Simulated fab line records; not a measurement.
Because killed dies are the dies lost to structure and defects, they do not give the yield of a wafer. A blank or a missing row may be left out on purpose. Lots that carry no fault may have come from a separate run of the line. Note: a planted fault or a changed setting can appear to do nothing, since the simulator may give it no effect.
Problem report in the 8D (eight disciplines) form, filled by code ; flow n5-finfet ; the parts of the form that need people (team, actions taken, sign-off) are left out

== 1. WHAT IS WRONG ==
rf-fwd-power-W at N5_HKMG_FIN_ETCH_86 reads a mean of 1047.6 W on 1 wafer of 1 lot; wafers without a fault read 844.5 W with a standard deviation of 2.8. That is +73 standard deviations from the usual mean.
The step: etches SOC in N2/H2, stops on TiN, target depth 393.2 nm.
The first sign was on wafer L295.2 at day 7 00:22, on rie-diel-06. The record has a number at this step for 27 wafers belonging to 9 lots. Rule for "out" (also "out of limits"): further than 4 standard deviations from the usual mean. All remaining wafers that have a number are taken as sound.

== 2. WHAT IT IS; WHAT IT IS NOT ==
question;is;is not
which readings at this step;rf-fwd-power-W, rf-vpp-V;chamber-pressure-mTorr, drypump-motor-current-A, n2-flow-sccm, oes-product-au, showerhead-plenum-p-Torr, throttle-valve-pct
which lots;L295;L285, L286, L287, L289, L291, L292, L305, L306
which wafers of those lots;L295.2;L295.4, L295.6
read on which tools;rie-diel-06;rie-diel-01, rie-diel-04
when;from day 7 00:22;"up to then (20 sound wafers); but 6 sound wafers of L305, L306 came after"

== 3. THE SUSPECTS, EACH WITH WHAT RULES IT OUT ==
Counting: any tool at a process step up to the reading remains a suspect provided it ran every lot that is out. Sound lots after the first of them don't rule it out here, since some wafers of a struck lot are sound.
- rie-diel-06 at N5_HKMG_FIN_ETCH_86 (etches SOC in N2/H2, stops on TiN, target depth 393.2 nm): kept. It ran the lot that is out, L295 (day 7 00:22); its last sound lot up to then is L289 (day 5 19:46). Out on those wafers are its own readings of rf-fwd-power-W, rf-vpp-V.
- At N5_HKMG_FIN_ETCH_86, inside rie-diel-06: chamber 0 took the wafers that are out, while their sound lot-mates went through chambers 2, 3.
After counting, what remains is rie-diel-06 at N5_HKMG_FIN_ETCH_86.

== 4. THE CAUSE (what the simulator had put in) ==
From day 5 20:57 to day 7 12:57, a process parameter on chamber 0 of rie-diel-06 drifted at N5_HKMG_FIN_ETCH_86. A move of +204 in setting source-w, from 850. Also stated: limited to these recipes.
Only this tool survived the counting.

== 5. THE EFFECT CHAIN, in route order ==
Each row: a reading whose mean over the struck wafers that have a number lies more than 3 standard deviations from the usual. Readings are gone through only where the record gives a usual standard deviation; hours: the median, over the lots, of the time from a lot's start at the first step in this table giving one to that lot's start at this step; sigmas: the change measured in usual standard deviations.
hours;step;reading;usual;on struck wafers;change;sigmas
0;N5_HKMG_FIN_ETCH_86;rf-fwd-power-W;844.5 W;1047.6;+203.1;+73
0;N5_HKMG_FIN_ETCH_86;rf-vpp-V;240.8 V;225.4;-15.4;-11
213;N5_PASSIVATION_PROBE_49;defect-limited-yield;91.1 %;0.0;-91.1;-65
213;N5_PASSIVATION_PROBE_49;killed-at-front-end;40;1106;+1066;+97
213;N5_PASSIVATION_PROBE_49;killed-dies;105;1180;+1075;+67
213;N5_PASSIVATION_PROBE_49;killed-on-rim;13;152;+139;+34
213;N5_PASSIVATION_PROBE_49;sort-n-pass;1074;0;-1074;-63
213;N5_PASSIVATION_PROBE_49;sort-yield-pct;91.0 %;0.0;-91.0;-61
Process steps it contains:
- N5_HKMG_FIN_ETCH_86: etches SOC in N2/H2, stops on TiN, target depth 393.2 nm.
- N5_PASSIVATION_PROBE_49

== 6. WHAT WOULD HAVE CAUGHT IT SOONER ==
The fault began at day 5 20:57; the first out-of-limits reading in this record came at day 7 00:22, 27 hours later.
